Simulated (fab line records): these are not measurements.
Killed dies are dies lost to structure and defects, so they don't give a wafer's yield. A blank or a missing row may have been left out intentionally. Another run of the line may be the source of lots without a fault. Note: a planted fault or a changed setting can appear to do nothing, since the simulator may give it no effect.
Which of the tools did it? / flow n5Finfet / 7 lots with 17 wafers sampled at 3 steps, on a route of 1938 steps

WHAT THE GAUGES READ, wafer by wafer
N5_BEOL_M3_INSPECT_59: inspects for defects (darkfield).
lot=L372; measured=day 7 18:09; on=defectInspect-02; rawDefectCount=69 55
lot=L375; measured=day 9 01:27; on=defectInspect-02; rawDefectCount=76 72 61
lot=L377; measured=day 9 07:49; on=defectInspect-01; rawDefectCount=123 72
lot=L381; measured=day 10 09:56; on=defectInspect-01; rawDefectCount=69 52
lot=L382; measured=day 10 11:20; on=defectInspect-01; rawDefectCount=54 58 92
lot=L387; measured=day 11 23:19; on=defectInspect-01; rawDefectCount=47 47 45
lot=L392; measured=day 13 04:43; on=defectInspect-01; rawDefectCount=40 51

WHAT TOOL EACH LOT RAN ON (gives the tool, then ch and the chambers of the sampled wafers, and finally the start)
lot=L372; N5_BEOL_M3_ANNEAL_91=pvdSputter-03, day 7 16:12; N5_BEOL_M3_SPUTTER_96=pvdSputter-03, day 7 16:47
lot=L375; N5_BEOL_M3_ANNEAL_91=pvdSputter-01, day 8 23:42; N5_BEOL_M3_SPUTTER_96=pvdSputter-01, day 9 00:17
lot=L377; N5_BEOL_M3_ANNEAL_91=pvdSputter-01, day 9 05:47; N5_BEOL_M3_SPUTTER_96=pvdSputter-01, day 9 06:22
lot=L381; N5_BEOL_M3_ANNEAL_91=pvdSputter-01, day 10 08:17; N5_BEOL_M3_SPUTTER_96=pvdSputter-01, day 10 08:52
lot=L382; N5_BEOL_M3_ANNEAL_91=pvdSputter-03, day 10 09:40; N5_BEOL_M3_SPUTTER_96=pvdSputter-03, day 10 10:15
lot=L387; N5_BEOL_M3_ANNEAL_91=pvdSputter-01, day 11 21:13; N5_BEOL_M3_SPUTTER_96=pvdSputter-01, day 11 21:48
lot=L392; N5_BEOL_M3_ANNEAL_91=pvdSputter-03, day 13 03:03; N5_BEOL_M3_SPUTTER_96=pvdSputter-03, day 13 03:38
- N5_BEOL_M3_ANNEAL_91: time 240 s.
- N5_BEOL_M3_SPUTTER_96: material Cu, target thk 4.5 nm, time 8.29 s.

THE ANSWER, worked out from the rows above alone
Rule: what is usual is taken from the lots themselves. Put in order of their means at a reading, lots are off if they are a third of the lots or fewer, leave a main group of 4 or more, and stand apart from it by a gap of 3 or more times the standard deviation of the main group's means; of several such gaps the widest counts. A main group whose means are all the same, to the digits that the tables above print for the reading, isn't used. A lot without any number at a reading at which 4 lots or more have one is off too. Any other lot the step has rows for is counted as sound.
No lot is off at any reading shown: from this, nothing can be told.

WHAT WAS PUT IN BY THE SIMULATOR
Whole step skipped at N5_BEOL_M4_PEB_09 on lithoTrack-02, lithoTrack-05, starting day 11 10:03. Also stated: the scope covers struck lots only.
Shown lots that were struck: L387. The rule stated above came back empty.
